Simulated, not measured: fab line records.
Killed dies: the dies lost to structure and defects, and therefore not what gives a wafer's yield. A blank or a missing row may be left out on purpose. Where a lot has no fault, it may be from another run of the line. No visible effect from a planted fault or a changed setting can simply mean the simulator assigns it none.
Chamber matching + flow n5_finfet + N5_BEOL_M13_DESCUM_15 on rie_diel-03: 4 sister chambers
The step chemistry O2, time 7.9 s. 30 wafers are shown with their chamber, then 12 later ones without.

WAFERS WITH THEIR CHAMBER
| wafer  | chamber | drypump_motor_current_A (A) | showerhead_plenum_p_Torr (Torr) | throttle_valve_pct (%) |
|--------|---------|-----------------------------|---------------------------------|------------------------|
| L074.4 | 2       | 6.1                         | 1.99                            | 20.08                  |
| L074.5 | 2       | 6.2                         | 1.99                            | 20.08                  |
| L074.6 | 1       | 5.4                         | 2.03                            | 20.16                  |
| L076.1 | 2       | 6.1                         | 1.99                            | 20.07                  |
| L076.2 | 0       | 5.5                         | 2.08                            | 20.35                  |
| L076.5 | 1       | 5.4                         | 2.03                            | 20.18                  |
| L079.1 | 3       | 5.1                         | 2.19                            | 20.41                  |
| L079.2 | 1       | 5.4                         | 2.03                            | 20.18                  |
| L079.6 | 0       | 5.5                         | 2.08                            | 20.34                  |
| L077.1 | 2       | 6.1                         | 1.99                            | 20.11                  |
| L077.3 | 3       | 5.1                         | 2.19                            | 20.42                  |
| L077.5 | 3       | 5.1                         | 2.19                            | 20.41                  |
| L080.1 | 0       | 5.5                         | 2.08                            | 20.35                  |
| L080.3 | 3       | 5.1                         | 2.19                            | 20.40                  |
| L080.6 | 0       | 5.5                         | 2.08                            | 20.36                  |
| L084.1 | 1       | 5.4                         | 2.02                            | 20.18                  |
| L084.3 | 0       | 5.4                         | 2.08                            | 20.37                  |
| L084.6 | 2       | 6.1                         | 1.98                            | 20.09                  |
| L086.3 | 2       | 6.1                         | 1.98                            | 20.12                  |
| L086.4 | 3       | 5.1                         | 2.18                            | 20.44                  |
| L086.5 | 1       | 5.4                         | 2.02                            | 20.19                  |
| L087.3 | 2       | 6.1                         | 1.98                            | 20.12                  |
| L087.5 | 3       | 5.1                         | 2.18                            | 20.44                  |
| L087.6 | 2       | 6.2                         | 1.98                            | 20.12                  |
| L088.1 | 2       | 6.1                         | 1.98                            | 20.13                  |
| L088.2 | 3       | 5.1                         | 2.18                            | 20.45                  |
| L088.5 | 1       | 5.4                         | 2.02                            | 20.21                  |
| L089.1 | 0       | 5.5                         | 2.07                            | 20.38                  |
| L089.3 | 2       | 6.1                         | 1.98                            | 20.13                  |
| L089.4 | 1       | 5.4                         | 2.02                            | 20.22                  |

SIGNATURES (means of the wafers above)
| reading                  | chamber 0 | chamber 1 | chamber 2 | chamber 3 | scatter within a chamber |
|--------------------------|-----------|-----------|-----------|-----------|--------------------------|
| drypump_motor_current_A  | 5.483     | 5.400     | 6.120     | 5.100     | 0.0306                   |
| showerhead_plenum_p_Torr | 2.0783    | 2.0243    | 1.9840    | 2.1857    | 0.00506                  |
| throttle_valve_pct       | 20.3583   | 20.1886   | 20.1050   | 20.4243   | 0.02                     |
Rule: distance of a wafer from a chamber = root of the sum over the readings of ((wafer's reading minus chamber's mean) / reading's scatter) squared. If the next closest chamber is less than 2 further off than the closest, the wafer can't be placed; otherwise it belongs to the closest. The scatter: take each reading less its chamber's mean, square it, sum over the shown wafers, divide by the number of wafers less the number of chambers, and take the root.

WAFERS WHOSE CHAMBER IS MISSING
| wafer  | drypump_motor_current_A (A) | showerhead_plenum_p_Torr (Torr) | throttle_valve_pct (%) |
|--------|-----------------------------|---------------------------------|------------------------|
| L092.2 | 5.5                         | 2.07                            | 20.38                  |
| L092.5 | 5.1                         | 2.18                            | 20.45                  |
| L092.6 | 5.5                         | 2.07                            | 20.38                  |
| L095.2 | 5.3                         | 2.02                            | 20.21                  |
| L095.3 | 5.1                         | 2.18                            | 20.47                  |
| L095.5 | 5.1                         | 2.18                            | 20.47                  |
| L096.1 | 5.1                         | 2.17                            | 20.47                  |
| L096.3 | 5.5                         | 2.07                            | 20.41                  |
| L096.5 | 6.1                         | 1.97                            | 20.15                  |
| L097.1 | 6.1                         | 1.97                            | 20.16                  |
| L097.2 | 5.4                         | 2.01                            | 20.24                  |
| L097.3 | 5.5                         | 2.06                            | 20.43                  |

WHICH CHAMBER EACH WENT THROUGH
| wafer  | from the rows above | in truth |
|--------|---------------------|----------|
| L092.2 | 0                   | 0        |
| L092.5 | 3                   | 3        |
| L092.6 | 0                   | 0        |
| L095.2 | 1                   | 1        |
| L095.3 | 3                   | 3        |
| L095.5 | 3                   | 3        |
| L096.1 | 3                   | 3        |
| L096.3 | 0                   | 0        |
| L096.5 | 2                   | 2        |
| L097.1 | 2                   | 2        |
| L097.2 | 1                   | 1        |
| L097.3 | 0                   | 0        |
Placed correctly: 12 of 12. Left unplaced by these rows: 0. Wrongly placed: 0.
